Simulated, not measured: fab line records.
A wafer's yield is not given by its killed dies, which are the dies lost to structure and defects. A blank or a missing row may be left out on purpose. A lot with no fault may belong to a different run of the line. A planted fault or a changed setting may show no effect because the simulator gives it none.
Chamber matching -- flow n5-finfet -- ald-metal-03 running N5_HKMG_FIN_ALD_71: 4 sister chambers
The step deposits TiN, target thk 1 nm, pulse time 1 s, purge time 3 s. 8 wafers are shown with their chamber, then 10 later ones without.

EACH WAFER AND ITS CHAMBER
wafer,chamber,heater-power-w (W),precursor-pulse-height-rel
L081.5,1,777,0.996
L082.1,0,999,0.972
L082.6,2,983,1.004
L083.1,2,981,1.017
L083.3,1,791,1.029
L083.4,3,896,0.981
L084.1,0,1011,0.998
L084.3,3,884,1.005

WAFERS MISSING THEIR CHAMBER
wafer,heater-power-w (W),precursor-pulse-height-rel
L084.6,982,0.954
L093.2,1017,1.027
L093.4,767,0.994
L093.5,857,1.003
L095.1,895,0.984
L095.4,763,0.995
L095.5,778,0.984
L097.4,984,0.973
L097.5,764,1.003
L097.6,896,0.992

THE CHAMBER EACH PASSED THROUGH
wafer,from the rows above,in truth
L084.6,can't be placed: 2 or 0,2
L093.2,can't be placed: 0 or 2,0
L093.4,1,1
L093.5,3,3
L095.1,3,3
L095.4,1,1
L095.5,1,1
L097.4,can't be placed: 2 or 0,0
L097.5,1,1
L097.6,3,3
Correct placement for 7 of the 10. Not placeable from these rows: 3 (in 3, the candidates include the true chamber). Number placed wrongly: 0.
How it was worked out, from the rows above alone: a wafer's distance from a chamber is the root of the sum, over the readings, of the square of ((its reading less the chamber's mean) divided by the reading's scatter). The wafer belongs to the nearest chamber; if the next one is less than 2 further off, it can't be placed. Each chamber's mean is taken over the wafers shown for it. The scatter: the root of (the sum of the squares of (reading less its chamber's mean) over the shown wafers, divided by (wafers less chambers)).
